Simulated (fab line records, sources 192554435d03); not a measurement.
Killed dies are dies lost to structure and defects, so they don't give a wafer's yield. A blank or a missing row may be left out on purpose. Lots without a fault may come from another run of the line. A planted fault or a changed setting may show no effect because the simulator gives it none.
fab line records | flow n5_finfet
record lots=9 wafers=27 last_day=19
route steps=1938 shown SD_EPI_N@293 SD_EPI_P@303 BEOL_M4@1111 PASSIVATION@1936
lots that met no fault: from a run of the same line without faults
start_h: hours from the record's first day to the start of the lot's first wafer shown | wait_h: hours since the lot's step before | " the same as in the row above | L1.1+2: a row that stands for several wafers | - no value, or no start given | * or withheld: withheld | < > ~ a bound
route shown NAME@n: a module of which the file shows steps, and the number in the route of the first | usual: mean/standard deviation of fault-free wafers | same: alike in all rows | chamber/n: place in a boat | sites: the reading at each site | _std_site: their standard deviation | _edge_site: outer sites' mean less inner sites' | radius_mm: how far each site lies from the wafer's centre | mask NAME#n: copy n | behind: the tool/chamber that last shaped the wafer | hold: why the lot was held/for how many hours/how that ended | device: the transistor (n, p or np) that didn't switch | end of line: the same wafers' tests at the end of the route | a step without rows: its recipe alone | killed: dies lost to structure and defects at the first sort, not the wafer's yield | map: a wafer's dies, x killed, . not, _ none there
set.NAME: the setting as run; set.NAME@STEP: as run at that earlier step | model.NAME: the simulator's own value behind a step, which no gauge read
steps of the route over a sample of lots; a table a step, a row a wafer
services: from which hour (start_h, from the record's first day; less than 0 if before it) a tool's chamber was out of use, for how many hours, and why
## steps
# step N5_SD_EPI_N_LINER_46
# recipe material=SiNx target_thk_a=30 temp_c=400 ald_precursor_family=SiH2I2 ald_co_reactant=N2/H2-plasma pressure_torr=2
# usual heater_power_outer_w=548/77 heater_power_w=894/90
# columns lot.wafer tool chamber start_h wait_h heater_power_outer_w heater_power_w since_wet_clean_h
L521.2 ald_sin-01 1 58.66 0.1 497 947 339
L521.4 " 0 " " 727 1096 339
L521.6 " 1 " " 503 957 -
L522.1 ald_sin-03 0 66.51 0.4 593 992 256
L522.4 " 2 " " 544 852 256
L522.5 " 1 " " 517 836 -
L525.1 ald_sin-02 2 88.09 1.9 457 836 78
L525.4 " 0 " " 450 794 78
L525.6 " 1 " " 563 826 -
L530.1 ald_sin-02 0 118.60 0.2 453 781 108
L530.4 " 1 " " 550 846 108
L530.6 " 3 " " 533 885 -
L532.1 ald_sin-03 1 127.60 0.2 512 859 317
L532.5 " 3 " " 515 881 -
L532.6 " 2 " " 558 847 -
L535.2 ald_sin-01 3 143.71 0.3 540 898 44
L535.3 " 0 " " 731 1106 44
L535.6 " 0 " " 734 1112 -
L540.1 ald_sin-03 1 173.75 0.2 524 870 363
L540.2 " 3 " " 515 888 363
L540.5 " 0 " " 592 958 -
L541.2 ald_sin-01 3 180.05 1.2 545 902 80
L541.5 " 1 " " 497 912 -
L541.6 " 0 " " 744 1116 -
L542.2 ald_sin-01 0 193.71 0.1 723 1099 94
L542.4 " 2 " " 552 826 94
L542.5 " 3 " " 540 882 -
# step N5_SD_EPI_P_CD_MEAS_09
# recipe target_cd_nm=240 landing_energy_ev=500 detector=se_inlens
# usual cd_nm=239.6/0.85
# columns lot.wafer tool chamber start_h wait_h cd_nm
L521.2 cd_sem-02 0 59.31 - 240.2
L521.4 " 0 " " 240.2
L521.6 " 0 " " 239.6
L522.1 cd_sem-01 0 67.05 - 239.4
L522.4 " 0 " " 238.6
L522.5 " 0 " " 239.0
L525.1 cd_sem-03 0 88.74 - 240.7
L525.4 " 0 " " 241.1
L525.6 " 0 " " 240.5
L530.1 cd_sem-01 0 119.25 - 240.2
L530.4 " 0 " " 238.8
L530.6 " 0 " " 239.9
L532.1 cd_sem-03 0 128.24 - 240.2
L532.5 " 0 " " 239.7
L532.6 " 0 " " 239.6
L535.2 cd_sem-01 0 144.24 - 239.9
L535.3 " 0 " " 239.5
L535.6 " 0 " " 240.1
L540.1 cd_sem-01 0 174.27 - 240.5
L540.2 " 0 " " 239.0
L540.5 " 0 " " 239.1
L541.2 cd_sem-02 0 180.70 - 239.6
L541.5 " 0 " " 239.6
L541.6 " 0 " " 239.9
L542.2 cd_sem-01 0 194.36 - 239.7
L542.4 " 0 " " 240.9
L542.5 " 0 " " 240.6
# step N5_SD_EPI_P_SD_RECESS_17
# recipe chemistry=HBr/Cl2/O2 target_depth_a=391 bt_time_s=3 pressure_mtorr=10 icp_w=800 bias_w=112 HBr_flow_sccm=150 Cl2_flow_sccm=80 O2_flow_sccm=12
# usual O2_flow_sccm=12.01/0.038 drypump_motor_current_A=5.6/0.36 oes_product_au=0.999/0.011 throttle_valve_pct=37.1/0.35
# same bt_time_s=3
# columns lot.wafer tool chamber start_h wait_h O2_flow_sccm drypump_motor_current_A oes_product_au rf_hours_counter_h throttle_valve_pct
L521.2 rie_si-06 0 60.09 0.0 12.02 5.4 0.989 160 37.4
L521.4 " 1 " " 11.96 5.7 0.995 120 37.7
L521.6 " 3 " " 12.01 6.3 0.990 - 37.3
L522.1 rie_si-06 0 67.85 0.0 11.99 5.4 0.993 160 37.4
L522.4 " 2 " " 12.06 5.6 0.989 155 36.5
L522.5 " 2 " " 12.07 5.7 0.987 - 36.5
L525.1 rie_si-06 0 89.52 0.0 11.99 5.4 1.084 160 37.3
L525.4 " 3 " " 12.02 6.3 1.004 118 37.3
L525.6 " 1 " " 12.03 5.7 0.985 - 37.7
L530.1 rie_si-06 0 120.03 0.0 11.97 5.4 1.074 161 37.3
L530.4 " 3 " " 11.97 6.3 0.995 118 37.3
L530.6 " 0 " " 12.00 5.4 0.998 - 37.4
L532.1 rie_si-03 0 129.02 0.0 12.01 5.1 0.998 3 37.4
L532.5 " 1 " " 12.00 5.3 0.994 - 37.0
L532.6 " 2 " " 12.02 5.2 0.994 - 36.9
L535.2 rie_si-02 1 145.01 0.0 12.06 5.6 1.000 151 36.8
L535.3 " 3 " " 11.99 5.4 0.998 92 37.3
L535.6 " 1 " " 11.99 5.6 1.001 - 36.8
L540.1 rie_si-03 3 175.05 0.0 11.95 5.5 1.009 95 37.1
L540.2 " 1 " " 11.97 5.2 1.013 152 37.0
L540.5 " 1 " " 12.06 5.3 1.005 - 37.0
L541.2 rie_si-06 3 181.49 0.0 11.95 6.3 0.991 119 37.3
L541.5 " 1 " " 12.01 5.7 0.978 - 37.7
L541.6 " 2 " " 12.04 5.6 0.988 - 36.5
L542.2 rie_si-03 2 195.13 0.0 11.93 5.1 1.012 148 36.9
L542.4 " 0 " " 12.00 5.2 1.001 4 37.4
L542.5 " 0 " " 12.05 5.1 0.997 - 37.4
# step N5_SD_EPI_P_STRIP_40
# recipe chemistry=N2/H2 power_w=1000 temp_c=250 h2_frac=0.65 overash_fraction=0.3 pressure_mtorr=withheld n2_flow_sccm=1750 h2_flow_sccm=3250
# usual drypump_motor_current_A=5.89/0.19 heater_power_w=331/30 oes_product_au=0.760/0.01
# columns lot.wafer tool chamber start_h wait_h drypump_motor_current_A heater_power_w oes_product_au rf_hours_counter_h
L521.2 plasma_asher-01 1 60.28 0.0 5.82 303 0.769 31
L521.4 " 1 " " 5.76 306 0.743 -
L521.6 " 1 " " 5.80 306 0.747 -
L522.1 plasma_asher-02 1 67.99 0.0 5.60 386 0.751 75
L522.4 " 1 " " 5.65 384 0.764 -
L522.5 " 1 " " 5.65 384 0.759 -
L525.1 plasma_asher-01 0 89.66 0.0 6.03 347 0.756 37
L525.4 " 0 " " 6.04 338 0.766 -
L525.6 " 1 " " 5.77 305 0.783 -
L530.1 plasma_asher-01 0 120.17 0.0 6.04 345 0.756 44
L530.4 " 0 " " 6.02 346 0.775 -
L530.6 " 1 " " 5.75 302 0.754 -
L532.1 plasma_asher-01 0 129.16 0.0 6.03 347 0.754 45
L532.5 " 0 " " 6.00 339 0.747 -
L532.6 " 1 " " 5.78 307 0.767 -
L535.2 plasma_asher-01 1 145.15 0.0 5.78 296 0.764 49
L535.3 " 1 " " 5.77 300 0.745 -
L535.6 " 1 " " 5.75 297 0.768 -
L540.1 plasma_asher-02 0 175.19 0.0 6.10 302 0.774 92
L540.2 " 1 " " 5.63 378 0.783 92
L540.5 " 0 " " 6.12 318 0.744 -
L541.2 plasma_asher-01 0 181.64 0.0 6.03 347 0.742 59
L541.5 " 0 " " 6.03 350 0.763 -
L541.6 " 1 " " 5.77 301 0.760 -
L542.2 plasma_asher-02 0 195.28 0.0 6.14 306 0.764 98
L542.4 " 0 " " 6.13 303 0.753 -
L542.5 " 1 " " 5.59 378 0.764 -
# step N5_BEOL_M4_RC_MEAS_101
# usual DIBL_N=35.8/1.7 DIBL_P=35.3/2 IOFF_N=0.150/0.026 IOFF_P=0.194/0.029 IOFF_P_85C=3.4/0.42 IOFF_P_LIN=0.093/0.011 ION_N=667/11 ION_P=456/7.1 REXT_P=100.6/1.6 SS_N=71.4/0.65 SS_P=73.1/0.64 VT_N=251/3 VT_P=-252/3.2 VT_P_LVT=-99.8/2.3
# columns lot.wafer tool chamber start_h wait_h DIBL_N[mV/V] DIBL_P[mV/V] IOFF_N[nA/um] IOFF_P[nA/um] IOFF_P_85C[nA/um] IOFF_P_LIN[nA/um] ION_N[uA/um] ION_P[uA/um] REXT_P[ohm.um] SS_N[mV/dec] SS_P[mV/dec] VT_N[mV] VT_P[mV] VT_P_LVT[mV]
L522.1 prober-02 0 223.98 0.0 36.1 36.4 0.148 0.197 3.4 0.094 663 452 105.1 71.0 73.3 252 -252 -100.0
L522.4 " 0 " " 36.0 36.0 0.150 0.196 3.4 0.094 671 462 103.3 71.1 73.4 253 -255 -99.3
L522.5 " 0 " " 37.7 37.8 0.173 0.228 3.8 0.104 666 457 103.0 72.4 74.0 247 -250 -98.6
L521.2 prober-01 0 242.50 0.2 37.5 35.6 0.165 0.191 3.2 0.089 659 444 100.5 72.8 73.9 253 -255 -99.7
L521.4 " 0 " " 38.0 37.8 0.195 0.236 3.9 0.104 665 447 101.4 72.9 74.3 246 -248 -97.9
L521.6 " 0 " " 35.9 35.0 0.141 0.187 3.2 0.086 644 442 101.4 72.0 72.9 253 -253 -100.1
L525.1 prober-02 0 248.07 0.0 33.9 105.0 0.125 24.086 196.6 0.439 669 491 96.9 71.4 135.3 255 -242 -89.9
L525.4 " 0 " " 31.8 31.0 0.097 0.135 2.6 0.074 644 443 100.5 69.8 72.2 256 -257 -104.1
L525.6 " 0 " " 34.2 33.7 0.125 0.157 2.9 0.081 662 453 101.2 71.0 72.5 253 -254 -102.6
L530.1 prober-02 0 276.82 0.0 33.9 117.6 0.124 36.147 274.5 0.583 660 495 93.2 71.0 141.7 254 -238 -88.9
L530.4 " 0 " " 35.7 34.6 0.149 0.199 3.5 0.097 673 465 97.0 70.5 72.7 252 -251 -100.4
L530.6 " 0 " " 36.5 34.1 0.156 0.182 3.2 0.090 665 450 96.4 70.8 72.6 251 -254 -101.5
L532.1 prober-02 0 307.71 0.4 36.6 34.3 0.161 0.192 3.4 0.094 668 456 100.8 72.1 74.2 251 -252 -99.5
L532.5 " 0 " " 35.7 35.7 0.151 0.210 3.7 0.101 677 458 99.3 72.2 73.4 249 -251 -98.3
L532.6 " 0 " " 35.0 32.6 0.134 0.162 3.0 0.084 659 449 102.6 71.6 72.8 253 -255 -102.3
L535.2 prober-02 0 313.86 0.2 36.2 37.5 0.165 0.234 3.9 0.110 667 458 101.7 71.4 74.2 244 -247 -97.3
L535.3 " 0 " " 37.0 36.5 0.162 0.206 3.6 0.100 678 464 102.0 71.6 73.9 249 -249 -99.8
L535.6 " 0 " " 35.2 35.8 0.137 0.201 3.5 0.099 659 459 103.2 71.2 73.3 250 -250 -100.9
L540.1 prober-01 0 338.72 0.0 33.6 33.6 0.139 0.173 3.1 0.086 664 454 99.9 70.7 72.6 250 -253 -101.2
L540.2 " 0 " " 33.7 32.3 0.123 0.147 2.7 0.077 652 452 100.3 70.9 71.9 254 -257 -104.0
L540.5 " 0 " " 33.3 32.0 0.122 0.149 2.8 0.077 652 445 101.7 70.9 72.5 251 -256 -104.1
L541.2 prober-01 0 344.32 0.2 34.3 34.8 0.117 0.170 3.0 0.082 668 463 100.1 70.9 73.4 255 -253 -102.3
L541.5 " 0 " " 36.6 37.6 0.153 0.217 3.7 0.097 666 458 98.8 71.9 73.2 253 -251 -99.5
L541.6 " 0 " " 34.5 35.9 0.129 0.184 3.2 0.087 674 463 99.0 71.3 73.1 252 -253 -102.5
L542.2 prober-02 0 347.74 0.2 37.6 35.2 0.177 0.217 3.7 0.103 680 463 101.9 71.3 73.9 248 -248 -99.7
L542.4 " 0 " " 36.5 35.3 0.159 0.212 3.7 0.102 669 461 101.1 70.4 72.7 250 -250 -100.5
L542.5 " 0 " " 36.8 36.0 0.167 0.225 3.9 0.106 679 464 100.2 71.2 73.7 250 -252 -100.3
# step N5_PASSIVATION_PROBE_49
# usual defect_limited_yield=91.5/1.4 killed_at_M0_to_M3=34/11 killed_at_M4_up=15/6 killed_at_contacts=11/5.9 killed_at_front_end=37/11 killed_at_other=3.6/2.9 killed_dies=101/17 killed_open=66/12 killed_short=33/7.8 sort_bin_4_leakage=0/0 sort_bin_5_function=5.0/0.97 sort_bin_6_memory=3.2/0.65 sort_bin_8_speed=0.02/0.2 sort_n_pass=1079/17 sort_yield_pct=91.4/1.4
# same gross_dies=1180 killed_at_back_side=0
# columns lot.wafer tool chamber start_h wait_h defect_limited_yield[%] killed_at_M0_to_M3 killed_at_M4_up killed_at_contacts killed_at_front_end killed_at_other killed_dies killed_open killed_short sort_bin_4_leakage[%] sort_bin_5_function[%] sort_bin_6_memory[%] sort_bin_8_speed[%] sort_n_pass sort_yield_pct[%]
L522.1 prober-01 - 327.62 0.0 92.5 24 6 2 52 4 88 56 28 0 4.2 3.0 0 1092 92.5
L522.4 prober-01 - 327.77 0.2 92.0 39 10 12 27 6 94 65 28 0 5.2 2.5 0 1086 92.0
L522.5 prober-01 - 327.82 0.2 91.6 33 11 11 36 8 99 70 26 0 5.3 2.7 0 1081 91.6
L521.2 prober-02 - 341.11 0.1 91.2 27 19 15 36 7 104 78 26 0 5.6 2.9 0 1076 91.2
L521.4 prober-02 - 341.21 0.2 93.1 20 15 4 35 7 81 53 27 0 4.3 2.3 0 1099 93.1
L521.6 prober-02 - 341.31 0.3 90.4 47 20 13 33 0 113 83 29 0 6.4 3.0 2.37 1039 88.1
L525.1 prober-02 - 354.61 0.0 93.6 16 20 9 29 1 75 56 17 93.64 3.7 2.4 0 0 0
L525.4 prober-02 - 354.76 0.2 93.1 27 15 6 34 0 82 50 29 0 4.2 2.6 0 1098 93.1
L525.6 prober-02 - 354.86 0.3 92.4 29 13 5 43 0 90 60 27 0 3.7 3.5 0 1090 92.4
L530.1 prober-01 - 375.87 0.0 92.3 39 8 4 38 2 91 47 43 92.29 4.9 2.4 0 0 0
L530.4 prober-01 - 376.02 0.2 92.3 25 8 8 47 3 91 65 24 0 4.4 2.9 0 1089 92.3
L530.6 prober-01 - 376.12 0.3 92.5 29 10 4 44 1 88 54 34 0 4.9 2.2 0 1092 92.5
L535.2 prober-01 - 423.70 0.1 93.0 19 4 19 36 5 83 49 32 0 3.3 3.6 0 1097 93.0
L535.3 prober-01 - 423.75 0.1 91.4 29 16 12 40 5 102 60 39 0 5.5 3.0 0 1078 91.4
L535.6 prober-01 - 423.90 0.3 93.7 19 11 6 36 2 74 46 25 0 3.4 2.5 0 1106 93.7
L540.1 prober-01 - 454.88 0.0 89.3 48 17 19 38 4 126 70 51 0 5.6 4.2 0 1054 89.3
L540.2 prober-01 - 454.93 0.1 92.4 34 13 8 33 2 90 53 33 0 4.1 3.1 0 1090 92.4
L540.5 prober-01 - 455.08 0.2 90.5 55 20 6 30 1 112 82 29 0 5.1 4.2 0.08 1067 90.4
# killed by level:class
L522.1 STI_FIN_REVEAL:geometric_particle:open=13 DUMMY_GATE:geometric_particle:open=9 FIN_SAQP:geometric_particle:short=7 FIN_SAQP:geometric_particle:open=6 BEOL_M3:geometric_particle:open=6 BEOL_M0_SAQP:geometric_particle:open=6 STARTING-WAFER:geometric_particle:short=6 GATE_CUT:geometric_particle:short=5
L522.4 BEOL_M2:geometric_particle:open=14 MOL_CONTACT_COAG:geometric_particle:open=8 BEOL_M0_SAQP:geometric_particle:open=7 FIN_SAQP:geometric_particle:open=6 DUMMY_GATE:geometric_particle:open=6 BEOL_M3:geometric_particle:open=6 BEOL_M0_SAQP:geometric_particle:short=5 BEOL_M2:geometric_particle:short=4
L522.5 MOL_CONTACT_COAG:geometric_particle:open=11 DUMMY_GATE:geometric_particle:open=8 BEOL_M0_SAQP:geometric_particle:open=7 BEOL_M3:geometric_particle:open=7 FIN_SAQP:geometric_particle:short=6 BEOL_M1:geometric_particle:open=6 BEOL_M4:geometric_particle:open=6 FIN_SAQP:geometric_particle:open=5
L521.2 MOL_CONTACT_COAG:geometric_particle:open=13 STI_FIN_REVEAL:geometric_particle:open=12 BEOL_M3:geometric_particle:open=10 BEOL_M4:geometric_particle:open=8 DUMMY_GATE:geometric_particle:open=6 BEOL_M3:geometric_particle:short=5 BEOL_M0_SAQP:geometric_particle:short=4 BEOL_M0_SAQP:geometric_particle:open=4
L521.4 FIN_SAQP:geometric_particle:open=6 BEOL_M5:geometric_particle:open=6 STI_FIN_REVEAL:geometric_particle:open=5 BEOL_M0_SAQP:geometric_particle:open=5 BEOL_M1:geometric_particle:open=5 FIN_SAQP:geometric_particle:short=4 DUMMY_GATE:geometric_particle:short=3 DUMMY_GATE:geometric_particle:open=3
L521.6 BEOL_M4:geometric_particle:open=13 BEOL_M2:geometric_particle:open=13 MOL_CONTACT_COAG:geometric_particle:open=12 BEOL_M0_SAQP:geometric_particle:open=8 BEOL_M3:geometric_particle:open=8 BEOL_M0_SAQP:geometric_particle:short=7 DUMMY_GATE:geometric_particle:open=5 STI_FIN_REVEAL:geometric_particle:open=4
L525.1 BEOL_M4:geometric_particle:open=10 FIN_SAQP:geometric_particle:open=9 MOL_CONTACT_COAG:geometric_particle:open=7 GATE_CUT:geometric_particle:open=5 GATE_CUT:geometric_particle:short=4 BEOL_M6:geometric_particle:open=4 BEOL_M1:geometric_particle:open=4 BEOL_M2:geometric_particle:open=4
L525.4 BEOL_M2:geometric_particle:short=9 MOL_CONTACT_COAG:geometric_particle:open=6 FIN_SAQP:geometric_particle:short=5 BEOL_M4:geometric_particle:open=5 STARTING-WAFER:geometric_particle:open=5 STI_FIN_REVEAL:geometric_particle:open=4 GATE_CUT:geometric_particle:open=4 BEOL_M2:geometric_particle:open=4
L525.6 FIN_SAQP:geometric_particle:short=10 BEOL_M4:geometric_particle:open=8 STI_FIN_REVEAL:geometric_particle:open=7 DUMMY_GATE:geometric_particle:open=7 BEOL_M3:geometric_particle:open=7 BEOL_M0_SAQP:geometric_particle:open=6 BEOL_M2:geometric_particle:short=6 FIN_SAQP:geometric_particle:open=5
L530.1 BEOL_M0_SAQP:geometric_particle:short=11 GATE_CUT:geometric_particle:short=10 BEOL_M3:geometric_particle:open=9 FIN_SAQP:geometric_particle:short=6 STI_FIN_REVEAL:geometric_particle:open=5 BEOL_M1:geometric_particle:open=5 MOL_CONTACT_COAG:geometric_particle:open=4 BEOL_M3:geometric_particle:short=4
L530.4 STI_FIN_REVEAL:geometric_particle:open=12 GATE_CUT:geometric_particle:short=8 MOL_CONTACT_COAG:geometric_particle:open=8 BEOL_M3:geometric_particle:open=7 STARTING-WAFER:geometric_particle:open=6 DUMMY_GATE:geometric_particle:open=5 BEOL_M4:geometric_particle:open=5 FIN_SAQP:geometric_particle:open=4
L530.6 STI_FIN_REVEAL:geometric_particle:open=11 FIN_SAQP:geometric_particle:open=7 GATE_CUT:geometric_particle:short=7 BEOL_M2:geometric_particle:short=7 BEOL_M3:geometric_particle:open=7 DUMMY_GATE:geometric_particle:open=5 ILD0:geometric_particle:short=5 BEOL_M2:geometric_particle:open=4
L535.2 MOL_CONTACT_COAG:geometric_particle:open=13 FIN_SAQP:geometric_particle:short=12 STI_FIN_REVEAL:geometric_particle:open=8 BEOL_M0_SAQP:geometric_particle:open=8 MOL_CONTACT_COAG:geometric_particle:short=5 BEOL_M0_SAQP:geometric_particle:short=4 STARTING-WAFER:geometric_particle:open=4 FIN_SAQP:geometric_particle:open=3
L535.3 BEOL_M2:geometric_particle:open=10 STI_FIN_REVEAL:geometric_particle:open=8 MOL_CONTACT_COAG:geometric_particle:open=8 BEOL_M4:geometric_particle:open=8 FIN_SAQP:geometric_particle:short=6 STI_FIN_REVEAL:geometric_particle:short=4 BEOL_M0_SAQP:geometric_particle:short=4 SPACER0:geometric_particle:open=4
L535.6 FIN_SAQP:geometric_particle:short=7 FIN_SAQP:geometric_particle:open=7 MOL_CONTACT_COAG:geometric_particle:open=6 BEOL_M0_SAQP:geometric_particle:open=5 BEOL_M4:geometric_particle:open=5 BEOL_M2:geometric_particle:open=4 STI_FIN_REVEAL:geometric_particle:open=3 ILD0:geometric_particle:open=3
L540.1 BEOL_M0_SAQP:geometric_particle:short=16 MOL_CONTACT_COAG:geometric_particle:open=14 BEOL_M0_SAQP:geometric_particle:open=12 STI_FIN_REVEAL:geometric_particle:open=9 BEOL_M3:geometric_particle:open=8 GATE_CUT:geometric_particle:short=6 GATE_CUT:geometric_particle:open=6 BEOL_M4:geometric_particle:open=6
L540.2 BEOL_M0_SAQP:geometric_particle:short=15 STI_FIN_REVEAL:geometric_particle:open=9 BEOL_M0_SAQP:geometric_particle:open=7 BEOL_M4:geometric_particle:open=7 STARTING-WAFER:geometric_particle:open=6 MOL_CONTACT_COAG:geometric_particle:open=5 FIN_SAQP:geometric_particle:open=4 GATE_CUT:geometric_particle:short=4
L540.5 BEOL_M0_SAQP:geometric_particle:open=15 BEOL_M4:geometric_particle:open=15 STI_FIN_REVEAL:geometric_particle:open=9 BEOL_M0_SAQP:geometric_particle:short=9 BEOL_M1:geometric_particle:open=8 BEOL_M3:geometric_particle:open=8 FIN_SAQP:geometric_particle:short=6 MOL_CONTACT_COAG:geometric_particle:open=6
## services
# columns tool chamber start_h hours kind
rie_si-02 0 73.47 6.2 repair
ald_sin-03 3 76.15 22.1 repair
ald_sin-03 - 78.53 14.6 pm
ald_sin-02 0 78.91 3.3 repair
ald_sin-01 - 85.61 14.0 pm
ald_sin-01 0 85.61 14.0 vent_cycle
ald_sin-01 1 85.61 14.0 vent_cycle
ald_sin-01 2 85.61 14.0 vent_cycle
ald_sin-01 3 85.61 14.0 vent_cycle
ald_sin-01 0 99.61 - clean
ald_sin-01 1 99.61 - clean
ald_sin-01 2 99.61 - clean
ald_sin-01 3 99.61 - clean
ald_sin-03 3 135.05 4.0 repair
plasma_asher-02 - 140.98 21.8 repair
rie_si-02 3 174.52 23.4 repair
rie_si-02 0 175.83 7.0 repair
ald_sin-03 - 176.99 14.0 pm
ald_sin-03 0 176.99 14.0 vent_cycle
ald_sin-03 1 176.99 14.0 vent_cycle
ald_sin-03 2 176.99 14.0 vent_cycle
ald_sin-01 - 183.32 0.7 repair
plasma_asher-01 - 188.63 5.5 repair
rie_si-02 0 193.10 3.9 repair
## key
first_sign step=N5_SD_EPI_P_SD_RECESS_17 reading=oes_product_au direction=up sigmas=7.6 usual=0.999 struck=1.079
effect step=N5_BEOL_M4_RC_MEAS_101 reading=IOFF_P direction=up sigmas=99+ usual=0.194 struck=30.116
effect step=N5_BEOL_M4_RC_MEAS_101 reading=IOFF_P_85C direction=up sigmas=99+ usual=3.4 struck=235.5
effect step=N5_BEOL_M4_RC_MEAS_101 reading=SS_P direction=up sigmas=99+ usual=73.1 struck=138.5
effect step=N5_BEOL_M4_RC_MEAS_101 reading=DIBL_P direction=up sigmas=38 usual=35.3 struck=111.3
effect step=N5_BEOL_M4_RC_MEAS_101 reading=IOFF_P_LIN direction=up sigmas=37 usual=0.093 struck=0.511
effect step=N5_BEOL_M4_RC_MEAS_101 reading=ION_P direction=up sigmas=5.1 usual=456 struck=493
effect step=N5_BEOL_M4_RC_MEAS_101 reading=VT_P_LVT direction=up sigmas=4.5 usual=-99.8 struck=-89.4
effect step=N5_BEOL_M4_RC_MEAS_101 reading=VT_P direction=up sigmas=3.6 usual=-252 struck=-240
effect step=N5_BEOL_M4_RC_MEAS_101 reading=REXT_P direction=down sigmas=3.5 usual=100.6 struck=95.0
effect step=N5_PASSIVATION_PROBE_49 reading=sort_bin_4_leakage direction=up sigmas=99+ usual=0 struck=92.97
met_at N5_SD_EPI_P_SD_RECESS_17
struck_lots L525,L530
struck_wafers L525.1,L530.1
not_acting_at N5_SD_EPI_N_LINER_46,N5_SD_EPI_P_CD_MEAS_09,N5_SD_EPI_P_STRIP_40
onset_between 67.85 89.52
fault kind=process_parameter_drift tool=rie_si-06 chamber=- onset_h=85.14 steps=N5_SD_EPI_P_SD_RECESS_17 channel=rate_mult offset=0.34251 shape=step end_h=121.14 scope=struck_wafers_only
